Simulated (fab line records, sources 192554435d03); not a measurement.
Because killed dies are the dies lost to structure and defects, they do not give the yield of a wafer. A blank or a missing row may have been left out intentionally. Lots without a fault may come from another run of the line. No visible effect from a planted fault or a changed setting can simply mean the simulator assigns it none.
Chamber matching / flow n5 finfet / 4 sister chambers for N5_BEOL_M14_CMP_49 on cmp-01
The step polishes, stops on SiO2, t overpolish 5.2 s, target thk 560 nm. 14 wafers are shown with their chamber, then 7 later ones without.

## WAFERS, EACH WITH ITS CHAMBER
wafer=L076.3; chamber=3; motor current A (A)=8.6; time to endpoint s (s)=118; barrier field endpoint s (s)=11.2
wafer=L076.4; chamber=0; motor current A (A)=7.8; time to endpoint s (s)=120; barrier field endpoint s (s)=11.1
wafer=L076.5; chamber=1; motor current A (A)=8.0; time to endpoint s (s)=125; barrier field endpoint s (s)=11.8
wafer=L078.1; chamber=3; motor current A (A)=8.4; time to endpoint s (s)=121; barrier field endpoint s (s)=11.5
wafer=L078.4; chamber=1; motor current A (A)=7.8; time to endpoint s (s)=128; barrier field endpoint s (s)=11.9
wafer=L078.5; chamber=3; motor current A (A)=8.5; time to endpoint s (s)=121; barrier field endpoint s (s)=11.5
wafer=L077.1; chamber=2; motor current A (A)=7.7; time to endpoint s (s)=118; barrier field endpoint s (s)=10.9
wafer=L077.5; chamber=3; motor current A (A)=8.3; time to endpoint s (s)=119; barrier field endpoint s (s)=11.1
wafer=L077.6; chamber=2; motor current A (A)=7.9; time to endpoint s (s)=121; barrier field endpoint s (s)=11.3
wafer=L082.3; chamber=2; motor current A (A)=7.4; time to endpoint s (s)=117; barrier field endpoint s (s)=11.2
wafer=L082.5; chamber=3; motor current A (A)=8.7; time to endpoint s (s)=119; barrier field endpoint s (s)=11.2
wafer=L082.6; chamber=0; motor current A (A)=8.0; time to endpoint s (s)=118; barrier field endpoint s (s)=11.4
wafer=L084.3; chamber=0; motor current A (A)=7.8; time to endpoint s (s)=121; barrier field endpoint s (s)=11.7
wafer=L084.5; chamber=2; motor current A (A)=7.8; time to endpoint s (s)=116; barrier field endpoint s (s)=11.5

SIGNATURES (averages over the wafers above)
reading=motor current A; chamber 0=7.867; chamber 1=7.900; chamber 2=7.700; chamber 3=8.500; scatter within a chamber=0.169
reading=time to endpoint s; chamber 0=119.67; chamber 1=126.50; chamber 2=118.00; chamber 3=119.60; scatter within a chamber=1.74
reading=barrier field endpoint s; chamber 0=11.400; chamber 1=11.850; chamber 2=11.225; chamber 3=11.300; scatter within a chamber=0.226
Rule: for each reading, subtract the chamber's mean from the wafer's reading, divide by that reading's scatter and square the result; add these up over the readings and take the root, which gives the wafer's distance from the chamber. If the next closest chamber is less than 2 further off than the closest, the wafer can't be placed; otherwise it belongs to the closest. The scatter is the square root of a quotient: the sum, over the shown wafers, of each reading's squared deviation from its chamber's mean, divided by wafers minus chambers.

## WAFERS MISSING THEIR CHAMBER
wafer=L084.6; motor current A (A)=8.1; time to endpoint s (s)=118; barrier field endpoint s (s)=11.2
wafer=L092.3; motor current A (A)=8.0; time to endpoint s (s)=124; barrier field endpoint s (s)=11.7
wafer=L092.4; motor current A (A)=9.1; time to endpoint s (s)=114; barrier field endpoint s (s)=11.3
wafer=L092.5; motor current A (A)=8.7; time to endpoint s (s)=124; barrier field endpoint s (s)=11.7
wafer=L091.2; motor current A (A)=7.7; time to endpoint s (s)=117; barrier field endpoint s (s)=11.1
wafer=L091.4; motor current A (A)=7.7; time to endpoint s (s)=119; barrier field endpoint s (s)=11.2
wafer=L091.6; motor current A (A)=7.8; time to endpoint s (s)=116; barrier field endpoint s (s)=11.0

## EACH ONE'S CHAMBER
wafer=L084.6; from the rows above=can't be placed: 0 or 2 or 3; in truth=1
wafer=L092.3; from the rows above=can't be placed: 1 or 0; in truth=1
wafer=L092.4; from the rows above=3; in truth=3
wafer=L092.5; from the rows above=can't be placed: 3 or 1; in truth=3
wafer=L091.2; from the rows above=can't be placed: 2 or 0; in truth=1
wafer=L091.4; from the rows above=can't be placed: 2 or 0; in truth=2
wafer=L091.6; from the rows above=can't be placed: 2 or 0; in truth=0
Correctly placed: 1 of 7. Cannot be placed on the basis of these rows: 6; the candidates contain the true chamber in 4. Number placed wrongly: 0.
